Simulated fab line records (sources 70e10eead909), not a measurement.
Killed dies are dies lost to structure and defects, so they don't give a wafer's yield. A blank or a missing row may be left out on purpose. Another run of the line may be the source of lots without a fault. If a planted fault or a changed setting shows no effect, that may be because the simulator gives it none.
A sampling plan put to the test / flow nand_harc / each of the 18 faults these records tell of, on one fab line, judged from the records of the lots it struck
The plan consists of the line's own looks: route steps at which the wafer is read by a gauge or an inspection but not changed. Where struck wafers have a number at a look and the file lists that look's usual mean and standard deviation on fault-free wafers, the look can be judged. Caught: the struck wafers' mean, at a look after the fault's first step, is 4 or more of those standard deviations (sigma) away from the usual mean. On the tool: the test repeated on the tool's own readings taken at the fault's steps. Also counted as caught: the struck wafers showing another recipe, or a record that is empty for them alone.

THE FAULTS, as the simulator had put them in
1. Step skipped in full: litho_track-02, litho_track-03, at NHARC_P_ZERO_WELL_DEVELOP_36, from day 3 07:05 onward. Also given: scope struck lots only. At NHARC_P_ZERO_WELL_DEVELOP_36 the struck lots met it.
2. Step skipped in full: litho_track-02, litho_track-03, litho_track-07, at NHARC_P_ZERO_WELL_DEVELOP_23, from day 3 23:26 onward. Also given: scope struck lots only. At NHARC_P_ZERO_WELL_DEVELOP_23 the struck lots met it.
3. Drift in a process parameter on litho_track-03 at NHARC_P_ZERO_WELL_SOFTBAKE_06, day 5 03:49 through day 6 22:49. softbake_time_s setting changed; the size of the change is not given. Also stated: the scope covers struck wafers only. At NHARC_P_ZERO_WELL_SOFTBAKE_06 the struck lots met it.
4. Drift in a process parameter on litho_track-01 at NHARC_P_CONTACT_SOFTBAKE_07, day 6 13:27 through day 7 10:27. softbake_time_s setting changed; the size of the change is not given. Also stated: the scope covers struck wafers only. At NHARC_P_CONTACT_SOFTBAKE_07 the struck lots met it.
5. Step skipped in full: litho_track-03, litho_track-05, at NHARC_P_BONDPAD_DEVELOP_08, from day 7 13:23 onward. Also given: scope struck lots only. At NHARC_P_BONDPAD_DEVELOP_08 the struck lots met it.
6. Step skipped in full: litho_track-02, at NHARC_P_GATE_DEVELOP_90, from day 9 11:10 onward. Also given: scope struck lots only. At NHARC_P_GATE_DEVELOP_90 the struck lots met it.
7. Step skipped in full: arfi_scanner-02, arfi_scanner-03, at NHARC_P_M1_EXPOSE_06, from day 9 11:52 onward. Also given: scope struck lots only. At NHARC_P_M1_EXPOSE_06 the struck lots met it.
8. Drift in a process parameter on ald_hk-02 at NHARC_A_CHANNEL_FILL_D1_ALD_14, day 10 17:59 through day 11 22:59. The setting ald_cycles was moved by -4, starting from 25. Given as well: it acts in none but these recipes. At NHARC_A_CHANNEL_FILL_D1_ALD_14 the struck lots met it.
9. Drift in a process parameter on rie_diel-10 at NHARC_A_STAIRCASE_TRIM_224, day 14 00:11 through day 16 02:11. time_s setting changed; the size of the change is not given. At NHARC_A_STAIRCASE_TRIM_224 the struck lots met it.
10. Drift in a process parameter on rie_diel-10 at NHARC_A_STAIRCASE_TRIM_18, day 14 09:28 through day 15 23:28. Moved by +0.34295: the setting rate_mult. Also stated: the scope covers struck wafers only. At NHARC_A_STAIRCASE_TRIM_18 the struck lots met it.
11. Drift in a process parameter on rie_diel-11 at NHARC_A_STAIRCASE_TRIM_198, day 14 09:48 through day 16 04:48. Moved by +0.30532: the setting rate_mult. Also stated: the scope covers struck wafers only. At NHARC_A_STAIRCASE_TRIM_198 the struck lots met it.
12. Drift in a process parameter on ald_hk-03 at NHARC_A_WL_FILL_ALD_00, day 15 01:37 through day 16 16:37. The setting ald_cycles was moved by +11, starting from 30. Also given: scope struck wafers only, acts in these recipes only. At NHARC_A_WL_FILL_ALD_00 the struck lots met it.
13. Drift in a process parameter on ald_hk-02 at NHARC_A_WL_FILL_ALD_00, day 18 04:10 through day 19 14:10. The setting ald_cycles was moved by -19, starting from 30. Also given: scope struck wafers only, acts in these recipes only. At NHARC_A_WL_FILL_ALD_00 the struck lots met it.
14. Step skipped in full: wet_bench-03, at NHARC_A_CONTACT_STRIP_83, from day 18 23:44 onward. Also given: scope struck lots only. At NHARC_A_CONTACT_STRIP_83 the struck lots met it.
15. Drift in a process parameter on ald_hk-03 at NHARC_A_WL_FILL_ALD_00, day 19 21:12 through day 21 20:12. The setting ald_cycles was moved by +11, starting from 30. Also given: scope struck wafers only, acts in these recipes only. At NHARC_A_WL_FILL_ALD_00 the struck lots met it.
16. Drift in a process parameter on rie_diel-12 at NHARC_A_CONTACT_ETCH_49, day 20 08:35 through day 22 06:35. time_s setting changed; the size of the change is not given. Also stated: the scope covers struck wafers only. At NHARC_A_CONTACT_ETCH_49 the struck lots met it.
17. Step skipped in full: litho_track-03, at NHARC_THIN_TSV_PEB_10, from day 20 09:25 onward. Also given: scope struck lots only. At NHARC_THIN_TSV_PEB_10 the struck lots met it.
18. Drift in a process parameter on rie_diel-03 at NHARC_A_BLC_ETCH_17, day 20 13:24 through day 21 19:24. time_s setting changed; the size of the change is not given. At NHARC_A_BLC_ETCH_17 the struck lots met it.

WHAT THE PLAN SAW
fault=1; on the tool itself=the tool's record is blank for the struck wafers; first look that catches it=no look after it can be judged; reading, sigma=-; median hours from its first step to that look=-; hours from the fault's start to the first struck lot there=-; judged looks passed uncaught=0
fault=2; on the tool itself=the tool's record is blank for the struck wafers; first look that catches it=no look after it can be judged; reading, sigma=-; median hours from its first step to that look=-; hours from the fault's start to the first struck lot there=-; judged looks passed uncaught=0
fault=3; on the tool itself=heater_power_total_W +99 or beyond sigma; first look that catches it=none of the 2 looks that can be judged after it; reading, sigma=-; median hours from its first step to that look=-; hours from the fault's start to the first struck lot there=-; judged looks passed uncaught=2
fault=4; on the tool itself=heater_power_total_W +99 or beyond sigma; first look that catches it=none of the 2 looks that can be judged after it; reading, sigma=-; median hours from its first step to that look=-; hours from the fault's start to the first struck lot there=-; judged looks passed uncaught=2
fault=5; on the tool itself=the tool's record is blank for the struck wafers; first look that catches it=no look after it can be judged; reading, sigma=-; median hours from its first step to that look=-; hours from the fault's start to the first struck lot there=-; judged looks passed uncaught=0
fault=6; on the tool itself=the tool's record is blank for the struck wafers; first look that catches it=no look after it can be judged; reading, sigma=-; median hours from its first step to that look=-; hours from the fault's start to the first struck lot there=-; judged looks passed uncaught=0
fault=7; on the tool itself=no reading that can be judged; first look that catches it=no look after it can be judged; reading, sigma=-; median hours from its first step to that look=-; hours from the fault's start to the first struck lot there=-; judged looks passed uncaught=0
fault=8; on the tool itself=under 2 sigma; first look that catches it=not the one look that can be judged after it; reading, sigma=-; median hours from its first step to that look=-; hours from the fault's start to the first struck lot there=-; judged looks passed uncaught=1
fault=9; on the tool itself=run_length_s -29 sigma; first look that catches it=no look after it can be judged; reading, sigma=-; median hours from its first step to that look=-; hours from the fault's start to the first struck lot there=-; judged looks passed uncaught=0
fault=10; on the tool itself=oes_product_au +15 sigma; first look that catches it=NHARC_END_SORT_01; reading, sigma=killed_dies +29; median hours from its first step to that look=203.8; hours from the fault's start to the first struck lot there=201; judged looks passed uncaught=0
fault=11; on the tool itself=oes_product_au +13 sigma; first look that catches it=not the one look that can be judged after it; reading, sigma=-; median hours from its first step to that look=-; hours from the fault's start to the first struck lot there=-; judged looks passed uncaught=1
fault=12; on the tool itself=under 2 sigma; first look that catches it=no look after it can be judged; reading, sigma=-; median hours from its first step to that look=-; hours from the fault's start to the first struck lot there=-; judged looks passed uncaught=0
fault=13; on the tool itself=under 2 sigma; first look that catches it=no look after it can be judged; reading, sigma=-; median hours from its first step to that look=-; hours from the fault's start to the first struck lot there=-; judged looks passed uncaught=0
fault=14; on the tool itself=the tool's record is blank for the struck wafers; first look that catches it=no look after it can be judged; reading, sigma=-; median hours from its first step to that look=-; hours from the fault's start to the first struck lot there=-; judged looks passed uncaught=0
fault=15; on the tool itself=under 2 sigma; first look that catches it=no look after it can be judged; reading, sigma=-; median hours from its first step to that look=-; hours from the fault's start to the first struck lot there=-; judged looks passed uncaught=0
fault=16; on the tool itself=run_length_s -99 or beyond sigma; first look that catches it=no look after it can be judged; reading, sigma=-; median hours from its first step to that look=-; hours from the fault's start to the first struck lot there=-; judged looks passed uncaught=0
fault=17; on the tool itself=the tool's record is blank for the struck wafers; first look that catches it=no look after it can be judged; reading, sigma=-; median hours from its first step to that look=-; hours from the fault's start to the first struck lot there=-; judged looks passed uncaught=0
fault=18; on the tool itself=run_length_s -83 sigma; first look that catches it=no look after it can be judged; reading, sigma=-; median hours from its first step to that look=-; hours from the fault's start to the first struck lot there=-; judged looks passed uncaught=0
A dash: this means the fault isn't caught or the number doesn't appear in these records.

Caught at a look: 1 of 18. Caught on the tool: 13 of 18. By one or the other: 13 of 18.
Faults caught by the tool alone: 1, 2, 3, 4, 5, 6, 9, 11, 14, 16, 17, 18.
Caught by neither: faults 7, 8, 12, 13, 15.

THINNER SAMPLING
Were the look that catches a fault to measure just every second or every third lot (counted by lot number), the first struck lot would, at worst, be measured this late:
fault=10; struck lots at that look, in order of time=L795, L797, L798; every lot=201 h; every second lot=226 h; every third lot=may miss all 3
The hour figures run from when the fault began to the first measured lot among those it struck. The limit of 4 sigma was tested on all struck wafers together, so one lot alone may lie under it. Other struck lots may not be in these records.

THE LONGEST TIMED WAY FROM STEP TO LOOK
Fault 10: the median time between NHARC_A_STAIRCASE_TRIM_18 and NHARC_END_SORT_01 is 203.8 hours. No look between them can be judged.
